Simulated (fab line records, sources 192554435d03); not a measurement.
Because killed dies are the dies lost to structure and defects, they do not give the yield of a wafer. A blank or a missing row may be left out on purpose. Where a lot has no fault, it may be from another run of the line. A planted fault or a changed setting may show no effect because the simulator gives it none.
Matching of chambers ; flow n5Finfet ; 4 sister chambers for N5_HKMG_FIN_ALD_36 on aldMetal-02
The step deposits TiN, target thk 1 nm, pulse time 1 s, purge time 3 s. 14 wafers are shown with their chamber, then 7 later ones without.

## WAFERS WITH THEIR CHAMBER
wafer;chamber;heaterPowerW (W);precursorPulseHeightRel
L078.1;3;823;0.975
L078.3;0;935;1.024
L078.5;2;870;0.979
L080.1;2;851;0.978
L080.2;0;935;0.976
L080.4;1;797;0.995
L088.3;0;957;0.988
L088.4;3;805;1.013
L088.6;0;933;1.019
L090.3;1;806;1.020
L090.4;2;861;0.971
L090.5;1;801;0.959
L091.1;3;815;0.985
L091.2;0;923;0.977

SIGNATURES (means of the wafers above)
reading;chamber 0;chamber 1;chamber 2;chamber 3;scatter within a chamber
heaterPowerW;936.60;801.33;860.67;814.33;10
precursorPulseHeightRel;0.99680;0.99133;0.97600;0.99100;0.022
Rule: for each reading, subtract the chamber's mean from the wafer's reading, divide by that reading's scatter and square the result; add these up over the readings and take the root, which gives the wafer's distance from the chamber. The wafer belongs to the nearest chamber; if the next one is less than 2 further off, it can't be placed. The scatter: the root of (the sum of the squares of (reading less its chamber's mean) over the shown wafers, divided by (wafers less chambers)).

## WAFERS WHOSE CHAMBER IS MISSING
wafer;heaterPowerW (W);precursorPulseHeightRel
L091.5;937;1.029
L095.1;801;1.002
L095.2;799;1.003
L095.3;851;0.973
L096.2;844;0.987
L096.3;920;0.969
L096.4;798;1.055

## WHICH CHAMBER EACH WENT THROUGH
wafer;from the rows above;in truth
L091.5;0;0
L095.1;can't be placed: 1 or 3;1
L095.2;can't be placed: 1 or 3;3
L095.3;2;2
L096.2;can't be placed: 2 or 3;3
L096.3;0;0
L096.4;can't be placed: 1 or 3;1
3 of 7 placed correctly. Not placeable from these rows: 4 (in 4, the candidates include the true chamber). Wrongly placed: 0.
